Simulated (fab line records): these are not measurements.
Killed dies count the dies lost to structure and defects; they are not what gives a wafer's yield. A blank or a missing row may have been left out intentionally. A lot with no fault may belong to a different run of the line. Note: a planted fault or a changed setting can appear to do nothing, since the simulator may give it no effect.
Split-lot trial :: flow n5_finfet :: on a route of 1938 steps: 7 lots, 21 wafers read

THE SPLIT ITSELF
At N5_BEOL_M0_ETCH_109 (etches SiCN in CH3F/O2, target depth 8 nm, overetch 2.4 nm, time 27.4 s), the setting bias_w was moved away from the recipe's 75 W on 9 of the 21 wafers read, by -14.4% to -7.8%. This setting was run at the recipe's value on the other wafers.

The reading is taken at the split's own step.

THE READING
rf_vpp_V, in V, at N5_BEOL_M0_ETCH_109 (etches SiCN in CH3F/O2, target depth 8 nm, overetch 2.4 nm, time 27.4 s). A value of 297.1 V with a standard deviation of 1.5 V is what fault-free wafers of this fab line usually give.

wafer: L080.2
tool, chamber at the split: rie_diel-03, 1
bias_w as run, W: 69.13
against the recipe: -7.8%
rf_vpp_V, V: 280.9
against lot-mates on the recipe: -15.9

wafer: L080.3
tool, chamber at the split: rie_diel-03, 0
bias_w as run, W: 69.13
against the recipe: -7.8%
rf_vpp_V, V: 283.5
against lot-mates on the recipe: -13.3

wafer: L080.6
tool, chamber at the split: rie_diel-03, 3
bias_w as run, W: 75
against the recipe: recipe
rf_vpp_V, V: 296.8
against lot-mates on the recipe: -

wafer: L083.4
tool, chamber at the split: rie_diel-04, 1
bias_w as run, W: 64.6
against the recipe: -13.9%
rf_vpp_V, V: 269.9
against lot-mates on the recipe: no lot-mate on the recipe

wafer: L083.5
tool, chamber at the split: rie_diel-04, 3
bias_w as run, W: 64.6
against the recipe: -13.9%
rf_vpp_V, V: 268.8
against lot-mates on the recipe: no lot-mate on the recipe

wafer: L083.6
tool, chamber at the split: rie_diel-04, 2
bias_w as run, W: 64.6
against the recipe: -13.9%
rf_vpp_V, V: 272.0
against lot-mates on the recipe: no lot-mate on the recipe

wafer: L084.1
tool, chamber at the split: rie_diel-03, 1
bias_w as run, W: 75
against the recipe: recipe
rf_vpp_V, V: 296.2
against lot-mates on the recipe: -

wafer: L084.2
tool, chamber at the split: rie_diel-03, 2
bias_w as run, W: 75
against the recipe: recipe
rf_vpp_V, V: 297.4
against lot-mates on the recipe: -

wafer: L084.4
tool, chamber at the split: rie_diel-03, 3
bias_w as run, W: 75
against the recipe: recipe
rf_vpp_V, V: 296.8
against lot-mates on the recipe: -

wafer: L085.1
tool, chamber at the split: rie_diel-03, 1
bias_w as run, W: 75
against the recipe: recipe
rf_vpp_V, V: 294.8
against lot-mates on the recipe: -

wafer: L085.3
tool, chamber at the split: rie_diel-03, 2
bias_w as run, W: 75
against the recipe: recipe
rf_vpp_V, V: 298.2
against lot-mates on the recipe: -

wafer: L085.4
tool, chamber at the split: rie_diel-03, 0
bias_w as run, W: 64.17
against the recipe: -14.4%
rf_vpp_V, V: 268.7
against lot-mates on the recipe: -27.8

wafer: L086.1
tool, chamber at the split: rie_diel-05, 0
bias_w as run, W: 67.82
against the recipe: -9.6%
rf_vpp_V, V: 277.1
against lot-mates on the recipe: -18.1

wafer: L086.2
tool, chamber at the split: rie_diel-05, 2
bias_w as run, W: 75
against the recipe: recipe
rf_vpp_V, V: 294.6
against lot-mates on the recipe: -

wafer: L086.5
tool, chamber at the split: rie_diel-05, 2
bias_w as run, W: 75
against the recipe: recipe
rf_vpp_V, V: 295.8
against lot-mates on the recipe: -

wafer: L088.3
tool, chamber at the split: rie_diel-05, 1
bias_w as run, W: 69.18
against the recipe: -7.8%
rf_vpp_V, V: 283.1
against lot-mates on the recipe: -14.9

wafer: L088.4
tool, chamber at the split: rie_diel-05, 1
bias_w as run, W: 75
against the recipe: recipe
rf_vpp_V, V: 296.9
against lot-mates on the recipe: -

wafer: L088.6
tool, chamber at the split: rie_diel-05, 3
bias_w as run, W: 75
against the recipe: recipe
rf_vpp_V, V: 299.1
against lot-mates on the recipe: -

wafer: L092.2
tool, chamber at the split: rie_diel-03, 3
bias_w as run, W: 75
against the recipe: recipe
rf_vpp_V, V: 297.4
against lot-mates on the recipe: -

wafer: L092.3
tool, chamber at the split: rie_diel-03, 0
bias_w as run, W: 67.69
against the recipe: -9.7%
rf_vpp_V, V: 278.9
against lot-mates on the recipe: -18.6

wafer: L092.5
tool, chamber at the split: rie_diel-03, 2
bias_w as run, W: 75
against the recipe: recipe
rf_vpp_V, V: 297.7
against lot-mates on the recipe: -

THE FIT
A straight line over all 21 wafers: rf_vpp_V changes by +1.92 V for each +1% of bias_w; r = +0.99; the points scatter about the line by 1.3 V.
The same after taking each lot's own level away (the mean of its wafers on the recipe; 18 wafers): +1.91 V for each +1%; r = +1.00; scatter 0.91 V.
The reading moves by 28 V for the largest change in bias_w, on that fit.
Across the lots, their own levels run from 295.20 to 298.00 V, a range of 1.9 times the standard deviation given above.
The two slopes are in agreement: the lot-to-lot level therefore moves the slope only a little.
Check: -27.3 V against its lot-mates is what the line predicts for one of the wafers moved furthest among these (-14.4%) when that wafer is left out of the fit. Against them it came out at -27.8 V.
Tool readings at the split's step, against how far the setting was moved: rf_vpp_V r = +0.99.

THESE WAFERS: OTHER SPLITS
Before the reading, these wafers also passed through other splits. Each is held against what the fit with the lots' levels taken away leaves over:
other split on the same wafers: N5_MOL_CONTACT_COAG_EXPOSE_81 dose_mj
wafers away from the commonest value: 7
r with rf_vpp_V (lot level and that fit taken away): -0.07

other split on the same wafers: N5_BEOL_M0_SAQP_ILD_DEP_01 time_s
wafers away from the commonest value: 8
r with rf_vpp_V (lot level and that fit taken away): -0.08

other split on the same wafers: N5_BEOL_M0_SAQP_COAT_82 spin_rpm
wafers away from the commonest value: 10
r with rf_vpp_V (lot level and that fit taken away): -0.07

other split on the same wafers: N5_BEOL_M0_SAQP_SPACER1_ALD_98 ald_cycles
wafers away from the commonest value: 11
r with rf_vpp_V (lot level and that fit taken away): +0.09

other split on the same wafers: N5_BEOL_M0_SAQP_ETCH_106 target_depth_a
wafers away from the commonest value: 7
r with rf_vpp_V (lot level and that fit taken away): +0.23

THE FILE'S OWN FIT
rf_vpp_V changes by +1.91 V for each +1% of bias_w, r = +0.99.
